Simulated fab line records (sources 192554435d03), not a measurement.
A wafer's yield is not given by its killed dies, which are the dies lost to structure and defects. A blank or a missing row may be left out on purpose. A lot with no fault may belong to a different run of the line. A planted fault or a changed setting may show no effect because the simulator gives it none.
Code-filled problem report in 8D (eight disciplines) form || flow n5 finfet || the parts of the form that need people (team, actions taken, sign-off) are left out

1. THE ISSUE
Wafers without a fault read 210.0 nm, standard deviation 1.7; cd nm at N5_BEOL_M13_CD_MEAS_28 reads a mean of 248.0 nm on 6 wafers belonging to 2 lots. That puts it +22 standard deviations away from the usual mean.
The step: target cd 209.5 nm.
Earliest sighting: wafer L231.1 on cd sem-03 at day 15 15:52. The record holds 35 wafers of 13 lots with a number at this step. Rule for "out", or "out of limits": more than 4 standard deviations from the usual mean. Any other wafer with a number is counted as sound.

2. WHAT IT IS, WHAT IT ISN'T
{"question": "which readings at this step", "is": "cd nm", "is not": "-"}
{"question": "which lots", "is": "L230, L231", "is not": "L217, L218, L219, L220, L221, L222, L223, L224, L236, L237, L239"}
{"question": "which wafers of those lots", "is": "all that have a number", "is not": "-"}
{"question": "read on which gauges", "is": "cd sem-01, cd sem-03", "is not": "cd sem-02"}
{"question": "when", "is": "from day 15 15:52", "is not": "up to then (22 sound wafers); but 7 sound wafers of L236, L237, L239 came after"}

3. THE SUSPECTS, EACH WITH WHAT RULES IT OUT
Counting: a tool at any process step up to the reading remains a suspect when it ran all the lots that are out and ran no sound lot after the first of those.
- the gauge at N5_BEOL_M13_CD_MEAS_28 is ruled out. Those wafers that are out were read across 2 gauges (cd sem-01, cd sem-03).
- krf scanner-01 at N5_BEOL_M13_EXPOSE_25 (exposes mask M13, target cd 210 nm): kept. It ran every lot that is out, first L231 (day 15 15:41), and no sound lot after that; its last sound lot up to then is L223 (day 13 12:24). Out on those wafers are its own readings of exposure dose mJ cm2.
The count leaves krf scanner-01 at N5_BEOL_M13_EXPOSE_25.

4. THE CAUSE (what the simulator had put in)
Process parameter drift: krf scanner-01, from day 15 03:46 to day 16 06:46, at N5_BEOL_M13_EXPOSE_25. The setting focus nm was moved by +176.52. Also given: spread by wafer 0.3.
After counting, this tool was the only one left.

5. THE EFFECT CHAIN, in route order
Rows list readings where the struck wafers' mean (over those with a number) sits beyond 3 standard deviations from the usual. Scope: only readings with a usual standard deviation given in the record; hours: median across lots of the time from each lot's start at the first step in this table that gives one to its start at this step; sigmas: change in usual standard deviations.
{"hours": 0, "step": "N5_BEOL_M13_EXPOSE_25", "reading": "exposure dose mJ cm2", "usual": 21.995, "on struck wafers": 20.091, "change": -1.904, "sigmas": -91}
{"hours": 0, "step": "N5_BEOL_M13_CD_MEAS_28", "reading": "cd nm", "usual": "210.0 nm", "on struck wafers": 248.0, "change": "+38.0", "sigmas": "+22"}
{"hours": 21, "step": "N5_BEOL_M15_RC_MEAS_101", "reading": "SERP_M13", "usual": "0.308 ohm/um", "on struck wafers": 0.255, "change": -0.053, "sigmas": -8.4}
{"hours": 21, "step": "N5_BEOL_M15_RC_MEAS_101", "reading": "SERP_M13_max_site", "usual": "0.312 ohm/um", "on struck wafers": 0.258, "change": -0.054, "sigmas": -8.2}
The process steps in it:
- N5_BEOL_M13_EXPOSE_25: exposes mask M13, target cd 210 nm.
Later steps that measure or inspect, where all struck wafers having a row at the step show a number for every such reading and not one has moved that far: N5_BEOL_M13_OVL_MEAS_29.

6. WHAT WOULD HAVE CAUGHT IT SOONER
The first out-of-limits reading at a measuring or inspecting step in this record came at day 15 15:52, 12 hours after the fault's start at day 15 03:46.
The tool's own readings at N5_BEOL_M13_EXPOSE_25 were out on every struck wafer that the step has a row for (exposure dose mJ cm2): an alarm limit on them would have fired on the first of those.
Of the lots that are out (2), L230 began N5_BEOL_M13_EXPOSE_25 on krf scanner-01 after day 15 15:52. Had the tool been put on hold then, it would have been spared.
